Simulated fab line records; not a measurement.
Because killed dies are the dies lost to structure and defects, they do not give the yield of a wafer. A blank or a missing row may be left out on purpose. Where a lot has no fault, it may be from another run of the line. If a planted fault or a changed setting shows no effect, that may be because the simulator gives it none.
Which tool did it?	flow n5-finfet	Sampling: 22 lots, 66 wafers, 6 of 1938 route steps

== WHAT EACH GAUGE READ, for each wafer ==
Not one reading of a measure or inspect step in the record can be checked against a usual standard deviation.

== WHAT TOOL EACH LOT RAN ON (gives the tool, then ch and the chambers of the sampled wafers, and finally the start) ==
lot	N5_BEOL_M0_SAQP_ETCH_83	N5_BEOL_M0_SAQP_SPACER1_ETCHBACK_99	N5_BEOL_M0_SAQP_ETCH_107	N5_BEOL_M0_SAQP_ALD_48	N5_BEOL_M0_PRE_CLEAN_113	N5_BEOL_M0_ANNEAL_135
L075	rie-diel-02 ch 2,3, day 5 22:22	rie-diel-02 ch 2,3, day 5 23:44	rie-diel-02 ch 1,2, day 6 00:42	ald-sin-03 ch 2,3, day 6 02:54	pvd-sputter-01, day 6 06:53	pvd-sputter-02, day 6 07:47
L074	rie-diel-02 ch 1,2,3, day 6 02:22	rie-diel-06 ch 1,2,3, day 6 03:51	rie-diel-06 ch 0,1,3, day 6 04:49	ald-sin-01 ch 0,2,3, day 6 06:39	pvd-sputter-01, day 6 09:13	pvd-sputter-01, day 6 10:21
L076	rie-diel-01 ch 0,1, day 6 06:37	rie-diel-06 ch 0,3, day 6 07:57	rie-diel-01 ch 0,2,3, day 6 08:55	ald-sin-03 ch 1,2,3, day 6 11:36	pvd-sputter-03, day 6 14:13	pvd-sputter-02, day 6 15:55
L077	rie-diel-02 ch 2,3, day 6 11:26	rie-diel-02 ch 1,2,3, day 6 13:23	rie-diel-01 ch 2,3, day 6 14:23	ald-sin-04 ch 0,1,3, day 6 17:04	pvd-sputter-03, day 6 19:15	pvd-sputter-02, day 6 20:01
L078	rie-diel-02 ch 0,1,2, day 6 19:50	rie-diel-02 ch 0,1,3, day 6 21:17	rie-diel-06 ch 0,1, day 6 22:14	ald-sin-03 ch 0,1,2, day 7 00:05	pvd-sputter-01, day 7 03:35	pvd-sputter-03, day 7 04:46
L079	rie-diel-06 ch 1,3, day 6 22:22	rie-diel-06 ch 0,1, day 6 23:44	rie-diel-01 ch 0,1, day 7 00:47	ald-sin-04 ch 0,3, day 7 02:39	pvd-sputter-01, day 7 05:58	pvd-sputter-02, day 7 06:53
L080	rie-diel-02 ch 0,2,3, day 7 00:55	rie-diel-02 ch 0,2, day 7 02:16	rie-diel-06 ch 0,1, day 7 03:21	ald-sin-01 ch 0,2, day 7 06:19	pvd-sputter-01, day 7 09:01	pvd-sputter-01, day 7 11:49
L081	rie-diel-02 ch 1,2, day 7 10:03	rie-diel-02 ch 1,2,3, day 7 11:26	rie-diel-01 ch 0,2,3, day 7 12:25	ald-sin-04 ch 0,3, day 7 14:07	pvd-sputter-01, day 7 21:49	pvd-sputter-01, day 7 22:43
L082	rie-diel-01 ch 0,1,2, day 7 14:40	rie-diel-02 ch 0,2,3, day 7 15:59	rie-diel-02 ch 1,2,3, day 7 16:57	ald-sin-01 ch 0,1,2, day 7 18:52	pvd-sputter-03, day 7 23:37	pvd-sputter-02, day 8 00:35
L084	rie-diel-06 ch 0,1,2, day 8 08:07	rie-diel-06 ch 0,2,3, day 8 10:01	rie-diel-06 ch 2,3, day 8 11:18	ald-sin-01 ch 0,2,3, day 8 14:48	pvd-sputter-02, day 8 17:23	pvd-sputter-01, day 8 19:25
L087	rie-diel-02 ch 2,3, day 9 01:06	rie-diel-06 ch 1,2, day 9 03:47	rie-diel-06 ch 0,1,3, day 9 04:50	ald-sin-03 ch 1,2,3, day 9 08:03	pvd-sputter-03, day 9 12:26	pvd-sputter-01, day 9 13:20
L085	rie-diel-06 ch 1,2,3, day 9 04:58	rie-diel-06 ch 0,1,2, day 9 09:08	rie-diel-01 ch 0,2,3, day 9 10:13	ald-sin-01 ch 0,2,3, day 9 15:29	pvd-sputter-03, day 9 19:18	pvd-sputter-03, day 9 20:12
L086	rie-diel-02 ch 0,1,3, day 9 06:39	rie-diel-06 ch 0,3, day 9 11:26	rie-diel-06 ch 0,3, day 9 12:24	ald-sin-01 ch 0,1,2, day 9 16:23	pvd-sputter-03, day 9 20:36	pvd-sputter-03, day 9 23:24
L088	rie-diel-06 ch 0,3, day 9 20:17	rie-diel-02 ch 0,3, day 9 21:41	rie-diel-02 ch 0,1, day 9 22:46	ald-sin-03 ch 0,3, day 10 00:50	pvd-sputter-03, day 10 03:25	pvd-sputter-02, day 10 04:40
L091	rie-diel-06 ch 0,3, day 10 01:33	rie-diel-06 ch 0,1,3, day 10 03:14	rie-diel-06 ch 1,3, day 10 04:13	ald-sin-04 ch 0,1, day 10 06:07	pvd-sputter-03, day 10 09:57	pvd-sputter-03, day 10 10:46
L090	rie-diel-01 ch 0,1,3, day 10 04:24	rie-diel-02 ch 1,3, day 10 05:44	rie-diel-01 ch 0,1,3, day 10 06:42	ald-sin-04 ch 1,2, day 10 08:29	pvd-sputter-03, day 10 11:01	pvd-sputter-03, day 10 11:50
L092	rie-diel-02 ch 0,1, day 10 08:58	rie-diel-06 ch 0,3, day 10 10:19	rie-diel-01 ch 0,2,3, day 10 11:18	ald-sin-04 ch 0,2,3, day 10 14:01	pvd-sputter-03, day 10 18:01	pvd-sputter-01, day 10 18:54
L093	rie-diel-01 ch 0,1,2, day 10 10:47	rie-diel-06 ch 0,1,2, day 10 12:07	rie-diel-06 ch 0,2,3, day 10 13:04	ald-sin-01 ch 0,1,3, day 10 15:57	pvd-sputter-02, day 10 18:34	pvd-sputter-01, day 10 19:25
L094	rie-diel-02 ch 0,2,3, day 10 14:13	rie-diel-06 ch 1,3, day 10 16:57	rie-diel-06 ch 0,1,2, day 10 17:59	ald-sin-04 ch 2,3, day 10 21:22	pvd-sputter-02, day 11 00:21	pvd-sputter-01, day 11 02:12
L095	rie-diel-06 ch 0,1,2, day 10 16:37	rie-diel-06 ch 0,1,2, day 10 18:26	rie-diel-06 ch 1,2,3, day 10 19:25	ald-sin-04 ch 1,2, day 10 21:52	pvd-sputter-01, day 11 03:47	pvd-sputter-02, day 11 05:47
L096	rie-diel-06 ch 0,1,3, day 11 00:04	rie-diel-01 ch 1,2,3, day 11 01:24	rie-diel-02 ch 0,1,2, day 11 02:23	ald-sin-04 ch 0,3, day 11 04:04	pvd-sputter-03, day 11 07:40	pvd-sputter-02, day 11 08:52
L097	rie-diel-02 ch 0,1,2, day 11 08:50	rie-diel-02 ch 0,1,2, day 11 11:35	rie-diel-02 ch 0,2, day 11 12:46	ald-sin-04 ch 0,1,3, day 11 16:14	pvd-sputter-03, day 11 22:02	pvd-sputter-01, day 12 00:14
- N5_BEOL_M0_SAQP_ETCH_83: etches SiARC in CF4, target depth 39 nm, time 65 s.
- N5_BEOL_M0_SAQP_SPACER1_ETCHBACK_99: etches SiO2 in CHF3/O2, target depth 15.4 nm, time 7.7 s.
- N5_BEOL_M0_SAQP_ETCH_107: etches SiNx in CH3F/O2, target depth 30 nm.
- N5_BEOL_M0_SAQP_ALD_48: deposits SiO2, target thk 20 nm, pulse time 1 s, co reactant pulse time 1 s.
- N5_BEOL_M0_PRE_CLEAN_113: time 30 s.
- N5_BEOL_M0_ANNEAL_135: time 60 s.

== AS READ BY THE TOOLS THEMSELVES (means over the sampled wafers that have a number; for cases with no such wafer, the mark the record gives instead) ==
N5_BEOL_M0_SAQP_ETCH_83. Usual: drypump-motor-current-A 5.6 A, standard deviation 0.32; etch-rf-on-time-s 64.9 s, standard deviation 2; oes-product-au 0.65 a.u., standard deviation 0.068; rf-vpp-V 184.2 V, standard deviation 1.1; showerhead-plenum-p-Torr 2.15 Torr, standard deviation 0.046; throttle-valve-pct 15.71 %, standard deviation 0.27.
lot	tool	drypump-motor-current-A (A)	etch-rf-on-time-s (s)	oes-product-au (a.u.)	rf-vpp-V (V)	showerhead-plenum-p-Torr (Torr)	throttle-valve-pct (%)	flag
L075	rie-diel-02	5.6	66.9	0.61	184.4	2.16	15.64	
L074	rie-diel-02	5.7	66.2	0.61	183.1	2.14	15.65	
L076	rie-diel-01	5.4	65.4	0.69	185.0	2.20	15.68	
L077	rie-diel-02	5.6	67.2	0.60	183.9	2.15	15.63	
L078	rie-diel-02	5.8	66.9	0.65	184.9	2.17	15.55	
L079	rie-diel-06	5.6	63.4	0.61	183.8	2.16	16.01	
L080	rie-diel-02	5.7	66.7	0.66	185.7	2.16	15.65	
L081	rie-diel-02	5.7	66.3	0.60	184.0	2.16	15.56	
L082	rie-diel-01	5.6	64.9	0.67	183.9	2.17	15.81	
L084	rie-diel-06	5.4	61.8	0.68	184.6	2.19	15.59	
L087	rie-diel-02	5.6	66.0	0.59	183.7	2.15	15.69	
L085	rie-diel-06	5.3	61.6	0.66	184.0	2.14	15.88	
L086	rie-diel-02	5.8	65.9	0.64	183.6	2.14	15.69	
L088	rie-diel-06	5.0	62.4	0.62	182.5	2.11	16.04	
L091	rie-diel-06	5.0	62.0	0.62	183.1	2.11	16.04	
L090	rie-diel-01	5.3	65.4	0.65	185.0	2.16	15.82	
L092	rie-diel-02	5.9	65.7	0.64	185.1	2.15	15.59	
L093	rie-diel-01	5.5	65.2	0.65	184.9	2.16	15.85	
L094	rie-diel-02	5.7	67.0	0.70	184.1	2.15	15.54	
L095	rie-diel-06	5.4	61.9	0.66	185.3	2.18	15.61	
L096	rie-diel-06	5.4	63.0	0.61	184.8	2.16	15.92	
L097	rie-diel-02	5.8	66.3	0.69	184.5	2.16	15.45	

N5_BEOL_M0_SAQP_SPACER1_ETCHBACK_99. Usual: O2_flow_sccm 4.999 sccm, standard deviation 0.015; drypump-motor-current-A 5.5 A, standard deviation 0.38; oes_ar_750_au 0.76 a.u., standard deviation 0.07; oes-product-au 0.76 a.u., standard deviation 0.078; rf-vpp-V 523 V, standard deviation 11; showerhead-plenum-p-Torr 2.43 Torr, standard deviation 0.06; throttle-valve-pct 19.01 %, standard deviation 0.29.
lot	tool	O2_flow_sccm (sccm)	drypump-motor-current-A (A)	oes_ar_750_au (a.u.)	oes-product-au (a.u.)	rf-vpp-V (V)	showerhead-plenum-p-Torr (Torr)	throttle-valve-pct (%)	flag
L075	rie-diel-02	5.002	5.6	0.71	0.71	529	2.43	18.91	
L074	rie-diel-06	5.005	5.3	0.78	0.78	517	2.42	19.14	
L076	rie-diel-06	5.006	5.2	0.76	0.75	526	2.46	19.08	
L077	rie-diel-02	4.995	5.8	0.72	0.71	521	2.42	18.93	
L078	rie-diel-02	4.986	5.8	0.77	0.78	517	2.41	18.92	
L079	rie-diel-06	4.988	5.7	0.73	0.73	525	2.49	19.02	
L080	rie-diel-02	4.995	5.8	0.81	0.83	534	2.45	18.77	
L081	rie-diel-02	5.000	5.8	0.71	0.71	522	2.41	18.95	
L082	rie-diel-02	5.001	5.7	0.76	0.76	526	2.42	18.91	
L084	rie-diel-06	4.991	5.1	0.78	0.78	520	2.43	19.08	
L087	rie-diel-06	5.003	5.6	0.76	0.76	520	2.46	19.02	
L085	rie-diel-06	5.005	5.5	0.78	0.78	524	2.47	18.92	
L086	rie-diel-06	5.005	5.2	0.74	0.73	527	2.45	19.12	
L088	rie-diel-02	5.011	5.8	0.75	0.74	513	2.39	19.04	
L091	rie-diel-06	5.005	5.4	0.71	0.72	522	2.43	19.22	
L090	rie-diel-02	4.989	5.8	0.71	0.70	513	2.39	19.01	
L092	rie-diel-06	5.003	5.2	0.74	0.73	526	2.44	19.13	
L093	rie-diel-06	4.989	5.4	0.76	0.77	524	2.47	18.94	
L094	rie-diel-06	4.987	5.6	0.70	0.70	517	2.42	19.31	
L095	rie-diel-06	4.988	5.4	0.77	0.77	525	2.47	18.95	
L096	rie-diel-01	4.991	5.5	0.71	0.70	532	2.41	19.15	
L097	rie-diel-02	5.008	5.8	0.80	0.81	529	2.43	18.73	

N5_BEOL_M0_SAQP_ETCH_107. Usual: CH3F_flow_sccm 30.00 sccm, standard deviation 0.09; O2_flow_sccm 20.00 sccm, standard deviation 0.056; drypump-motor-current-A 5.5 A, standard deviation 0.36; oes_ar_750_au 0.76 a.u., standard deviation 0.068; oes-product-au 0.76 a.u., standard deviation 0.079; rf-vpp-V 298 V, standard deviation 5.5; showerhead-plenum-p-Torr 2.02 Torr, standard deviation 0.054; throttle-valve-pct 16.52 %, standard deviation 0.29.
lot	tool	CH3F_flow_sccm (sccm)	O2_flow_sccm (sccm)	drypump-motor-current-A (A)	oes_ar_750_au (a.u.)	oes-product-au (a.u.)	rf-vpp-V (V)	showerhead-plenum-p-Torr (Torr)	throttle-valve-pct (%)	flag
L075	rie-diel-02	29.97	20.04	5.8	0.72	0.72	297	2.02	16.32	
L074	rie-diel-06	30.01	19.99	5.4	0.74	0.73	297	2.03	16.64	
L076	rie-diel-01	29.94	20.01	5.5	0.77	0.79	301	2.00	16.62	
L077	rie-diel-01	30.03	20.03	5.4	0.71	0.71	299	1.98	16.62	
L078	rie-diel-06	30.06	20.04	5.8	0.73	0.72	299	2.07	16.50	
L079	rie-diel-01	29.97	20.00	5.4	0.79	0.80	303	2.06	16.43	
L080	rie-diel-06	30.02	19.98	5.5	0.75	0.74	301	2.09	16.40	
L081	rie-diel-01	29.95	19.96	5.4	0.76	0.77	301	2.00	16.63	
L082	rie-diel-02	29.97	20.00	5.8	0.70	0.71	295	2.00	16.44	
L084	rie-diel-06	30.02	20.00	4.9	0.77	0.76	291	1.95	16.78	
L087	rie-diel-06	29.88	20.00	5.4	0.72	0.72	297	2.02	16.66	
L085	rie-diel-01	29.96	20.01	5.5	0.74	0.76	299	1.99	16.65	
L086	rie-diel-06	29.96	20.05	5.0	0.72	0.72	294	1.98	16.83	
L088	rie-diel-02	30.04	19.97	5.8	0.79	0.80	299	2.02	16.31	
L091	rie-diel-06	29.90	19.97	5.2	0.71	0.70	292	1.97	16.92	
L090	rie-diel-01	30.01	19.99	5.3	0.75	0.76	301	2.01	16.51	
L092	rie-diel-01	30.01	19.99	5.5	0.74	0.75	301	1.99	16.67	
L093	rie-diel-06	30.01	20.00	5.1	0.77	0.77	295	2.01	16.55	
L094	rie-diel-06	30.05	20.07	5.4	0.77	0.76	298	2.06	16.41	
L095	rie-diel-06	29.97	19.99	5.3	0.75	0.75	293	2.00	16.65	
L096	rie-diel-02	30.04	20.01	5.8	0.81	0.83	300	2.02	16.20	
L097	rie-diel-02	30.04	19.99	5.8	0.84	0.87	303	2.03	16.15	

N5_BEOL_M0_SAQP_ALD_48. Usual: heater-power-w 77 W, standard deviation 6.8; precursor-pulse-height-rel 1.000, standard deviation 0.019.
lot	tool	heater-power-w (W)	precursor-pulse-height-rel	flag
L075	ald-sin-03	82	1.004	
L074	ald-sin-01	76	1.027	
L076	ald-sin-03	76	1.003	
L077	ald-sin-04	72	0.981	
L078	ald-sin-03	79	1.000	
L079	ald-sin-04	72	1.000	
L080	ald-sin-01	77	1.019	
L081	ald-sin-04	73	0.999	
L082	ald-sin-01	78	0.995	
L084	ald-sin-01	76	0.999	
L087	ald-sin-03	74	0.994	
L085	ald-sin-01	76	1.001	
L086	ald-sin-01	77	1.000	
L088	ald-sin-03	85	0.992	
L091	ald-sin-04	68	1.018	
L090	ald-sin-04	77	1.002	
L092	ald-sin-04	76	0.994	
L093	ald-sin-01	76	1.011	
L094	ald-sin-04	80	0.999	
L095	ald-sin-04	76	0.995	
L096	ald-sin-04	76	0.978	
L097	ald-sin-04	72	1.002	

N5_BEOL_M0_PRE_CLEAN_113. Usual: heater-power-w reads 335 W (standard deviation 21).
lot	tool	heater-power-w (W)	flag
L075	pvd-sputter-01	322	
L074	pvd-sputter-01	326	
L076	pvd-sputter-03	351	
L077	pvd-sputter-03	354	
L078	pvd-sputter-01	338	
L079	pvd-sputter-01	341	
L080	pvd-sputter-01	338	
L081	pvd-sputter-01	339	
L082	pvd-sputter-03	331	
L084	pvd-sputter-02	333	
L087	pvd-sputter-03	337	
L085	pvd-sputter-03	330	
L086	pvd-sputter-03	331	
L088	pvd-sputter-03	325	
L091	pvd-sputter-03	336	
L090	pvd-sputter-03	341	
L092	pvd-sputter-03	340	
L093	pvd-sputter-02	333	
L094	pvd-sputter-02	354	
L095	pvd-sputter-01	357	
L096	pvd-sputter-03	336	
L097	pvd-sputter-03	330	

N5_BEOL_M0_ANNEAL_135. Usual: heater-power-w reads 820 W (standard deviation 62).
lot	tool	heater-power-w (W)	flag
L075	pvd-sputter-02	770	
L074	pvd-sputter-01	835	
L076	pvd-sputter-02	822	
L077	pvd-sputter-02	830	
L078	pvd-sputter-03	849	
L079	pvd-sputter-02	736	
L080	pvd-sputter-01	767	
L081	pvd-sputter-01	794	
L082	pvd-sputter-02	826	
L084	pvd-sputter-01	797	
L087	pvd-sputter-01	816	
L085	pvd-sputter-03	859	
L086	pvd-sputter-03	861	
L088	pvd-sputter-02	803	
L091	pvd-sputter-03	827	
L090	pvd-sputter-03	856	
L092	pvd-sputter-01	876	
L093	pvd-sputter-01	810	
L094	pvd-sputter-01	793	
L095	pvd-sputter-02	754	
L096	pvd-sputter-02	779	
L097	pvd-sputter-01	814	

== THE ANSWER, worked out from the rows above alone ==
Rule: a lot counts as off when the mean over its wafers that have a number is more than 3 standard deviations away from the usual mean. A lot without any number at a reading at which 4 lots or more have one is off too. Any other lot the step has rows for is counted as sound. Order of review: gauges by route order, followed by the tools' own readings, for which a lot's mean as printed above is used. At the first step where some lot is off, the reading lying furthest off is the one used; lots without a number count as furthest.
None of the lots is off at any reading shown; this tells nothing.

== WHAT THE SIMULATOR HAD PUT IN ==
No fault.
